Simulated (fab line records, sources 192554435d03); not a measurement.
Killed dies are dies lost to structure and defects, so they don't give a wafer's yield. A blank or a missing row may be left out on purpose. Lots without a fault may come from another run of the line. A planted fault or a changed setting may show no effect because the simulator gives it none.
Which tool did it? | flow n5_finfet | 12 lots, 36 wafers sampled, at 1 step of a route of 1938

WHAT THE GAUGES READ, wafer by wafer
N5_BEOL_M1_OCD_MEAS_38.
lot  | measured     | on     | trench_depth_nm (nm)
L075 | day 6 13:15  | ocd-01 | 54.1 55.0 54.9
L078 | day 7 08:06  | ocd-02 | 56.2 56.3 55.4
L079 | day 7 19:44  | ocd-02 | 56.2 54.8 55.6
L081 | day 7 22:31  | ocd-01 | 55.0 55.4 55.5
L083 | day 8 14:35  | ocd-01 | 54.5 54.3 55.2
L085 | day 9 08:14  | ocd-01 | 54.6 54.4 54.6
L087 | day 9 14:49  | ocd-02 | 55.0 54.7 55.5
L089 | day 10 02:47 | ocd-01 | 53.9 55.0 55.6
L090 | day 10 13:12 | ocd-01 | 55.8 54.9 54.7
L093 | day 11 03:38 | ocd-01 | 52.9 55.0 54.4
L095 | day 11 16:41 | ocd-01 | 55.1 56.0 55.6
L097 | day 11 21:51 | ocd-02 | 54.5 55.2 56.2

WHICH TOOL RAN EACH LOT (tool, then ch and the chambers of the sampled wafers, then the start)
The record holds no process step before these readings.

THE ANSWER, worked out from the rows above alone
Rule: what is usual is taken from the lots themselves. Put in order of their means at a reading, lots are off if they are a third of the lots or fewer, leave a main group of 4 or more, and stand apart from it by a gap of 3 or more times the standard deviation of the main group's means; of several such gaps the widest counts. A main group whose means are all the same, to the digits that the tables above print for the reading, isn't used. A lot without any number at a reading at which 4 lots or more have one is off too. The other lots that the step has rows for count as sound.
No lot is off at any reading shown: from this, nothing can be told.

WHAT THE SIMULATOR HAD PUT IN
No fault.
